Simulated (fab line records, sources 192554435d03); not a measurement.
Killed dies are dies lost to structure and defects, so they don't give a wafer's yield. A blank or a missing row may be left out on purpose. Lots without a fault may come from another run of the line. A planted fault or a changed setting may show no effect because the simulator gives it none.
A struck lot beside a sound one | flow n5_finfet | 14 steps out of a route of 1938
Sound: wafers L551.1, L551.3, L551.4. Struck: wafer L544.2. (L544.5 of the same lot was not struck and is left out.) The cause comes at the end.
At each step with rows: each side's tool, then ch and its chambers, then its first start. Under that, the readings that differ: sound wafers | struck wafers | difference of the means | sigmas: that difference in standard deviations of wafers without a fault.
alike: readings whose means differ by less than 2 such deviations, and words and numbers that are the same on both sides. not compared: withheld readings, readings that some wafer has no value for, bounds like >300 that may hide the same value, and numbers for which the record gives no deviation and whose values overlap.
The two part at a step that has a row with sigmas, a row that says differs or no value, or rows on one side only. Numbers that don't overlap but have no deviation are shown without sigmas and don't part them. A reading that every wafer of one side lacks parts them only if that side has two wafers or more.

first, 2 steps without rows for these wafers: N5_BEOL_M15_PRECLEAN_39 (cleans in residue remover, time 60 s); N5_BEOL_M15_SRD_40 (time 30 s, dry time 30 s).
N5_BEOL_M15_DEGAS_41: time 60 s.
  sound on pvd_sputter-03, day 16 08:16; struck on pvd_sputter-03, day 15 07:20
  alike: heater_power_w
N5_BEOL_M15_PRE_CLEAN_42: time 30 s.
  sound on pvd_sputter-03, day 16 08:19; struck on pvd_sputter-03, day 15 07:22
  alike: heater_power_w
N5_BEOL_M15_SPUTTER_43: material TaN, target thk 15 nm, time 24.19 s.
  sound on pvd_sputter-03, day 16 08:21; struck on pvd_sputter-03, day 15 07:25
  alike: throttle_valve_pct
N5_BEOL_M15_SPUTTER_44: material Ta, target thk 15 nm, time 24.19 s.
  sound on pvd_sputter-03, day 16 08:26; struck on pvd_sputter-03, day 15 07:29
  alike: throttle_valve_pct
then, 3 steps without rows for these wafers: N5_BEOL_M15_SPUTTER_45 (material Cu, target thk 100 nm, time 16.67 s); N5_BEOL_M15_ECD_47 (material Cu, target thk 1860 nm); N5_BEOL_M15_ANNEAL_48 (time 90 s).
N5_BEOL_M15_CMP_49: polishes, stops on SiO2, t overpolish 4.9 s, target thk 850 nm.
  sound on cmp-02 ch 1,2,3, day 16 09:22; struck on cmp-03 ch 0, day 15 08:13
  reading                      | sound             | struck | difference | sigmas
  barrier_field_endpoint_s (s) | 11.22 10.45 10.67 | 11.28  | +0.50      | +2
  alike: motor_current_A, overpolish_run_s
N5_BEOL_M15_THK_MEAS_50: measures by xrf.
  sound on film_metro-02, day 16 09:37; struck on film_metro-02, day 15 08:31
  alike: M15_THK
then, 1 step without rows for these wafers: N5_BEOL_M15_PRE_CLEAN_52 (time 15 s).
N5_BEOL_M15_DEP_53: deposits SiCN from 3MS/NH3, target thk 50 nm, time 17.8 s.
  sound on pecvd-02 ch 0,2, day 16 09:41; struck on pecvd-04 ch 1, day 15 08:35
  reading                                   | sound        | struck | difference | sigmas
  model.SiCN_of_BEOL_M15_DEP_53.thk_nm (nm) | 49.6 49.6 50 | 63.2   | +13.5      |
  alike: showerhead_plenum_p_Torr, throttle_valve_pct
N5_BEOL_M15_RS_MEAS_54: measures by four-point-probe.
  sound on film_metro-02, day 16 09:44; struck on film_metro-02, day 15 08:39
  alike: M15_RS

WHERE THEY PART
Only at N5_BEOL_M15_CMP_49, within this record. Later steps at which nothing parts them and some readings are alike: N5_BEOL_M15_THK_MEAS_50, N5_BEOL_M15_DEP_53, N5_BEOL_M15_RS_MEAS_54.

WHY: what the simulator had put in
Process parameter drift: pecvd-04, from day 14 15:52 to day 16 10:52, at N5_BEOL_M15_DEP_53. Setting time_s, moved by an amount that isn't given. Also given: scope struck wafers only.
